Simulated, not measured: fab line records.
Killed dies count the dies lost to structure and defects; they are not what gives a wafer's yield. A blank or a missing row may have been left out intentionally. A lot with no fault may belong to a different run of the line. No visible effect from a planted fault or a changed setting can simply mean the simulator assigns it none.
Matching of chambers + flow n5_finfet + rie_diel-02 running N5_BEOL_M9_ETCH_66: 4 sister chambers
The step etches SOC in N2/H2, target depth 80 nm, overetch 16 nm, time 120 s. 8 wafers are shown with their chamber, then 7 later ones without.

EACH WAFER AND ITS CHAMBER
| wafer  | chamber | throttle_valve_pct (%) | oes_product_au (a.u.) |
|--------|---------|------------------------|-----------------------|
| L074.6 | 0       | 17.55                  | 0.68                  |
| L077.5 | 2       | 17.75                  | 0.71                  |
| L079.4 | 2       | 17.75                  | 0.70                  |
| L085.3 | 3       | 18.12                  | 0.52                  |
| L085.4 | 1       | 18.19                  | 0.53                  |
| L085.5 | 3       | 18.11                  | 0.51                  |
| L086.3 | 1       | 18.21                  | 0.53                  |
| L086.4 | 0       | 17.61                  | 0.66                  |

WAFERS WHOSE CHAMBER IS MISSING
| wafer  | throttle_valve_pct (%) | oes_product_au (a.u.) |
|--------|------------------------|-----------------------|
| L086.6 | 18.23                  | 0.52                  |
| L094.2 | 17.67                  | 0.70                  |
| L094.3 | 17.81                  | 0.66                  |
| L094.6 | 17.65                  | 0.63                  |
| L096.1 | 17.71                  | 0.74                  |
| L096.3 | 17.69                  | 0.70                  |
| L096.5 | 17.64                  | 0.63                  |

THE CHAMBER EACH PASSED THROUGH
| wafer  | from the rows above     | in truth                   |
|--------|-------------------------|----------------------------|
| L086.6 | 1                       | 1                          |
| L094.2 | can't be placed: 2 or 0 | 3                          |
| L094.3 | 2                       | 2                          |
| L094.6 | 0                       | 0                          |
| L096.1 | 2                       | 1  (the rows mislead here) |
| L096.3 | 2                       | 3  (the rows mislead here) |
| L096.5 | 0                       | 0                          |
Correct placement for 4 of the 7. Not placeable from these rows: 1 (in 0, the candidates include the true chamber). Placed wrongly: 2.
How it was worked out, from the rows above alone: a wafer's distance from a chamber is the root of the sum, over the readings, of the square of ((its reading less the chamber's mean) divided by the reading's scatter). If the next closest chamber is less than 2 further off than the closest, the wafer can't be placed; otherwise it belongs to the closest. For every chamber, the mean is computed from those of its wafers that are shown. The scatter: the root of (the sum of the squares of (reading less its chamber's mean) over the shown wafers, divided by (wafers less chambers)).
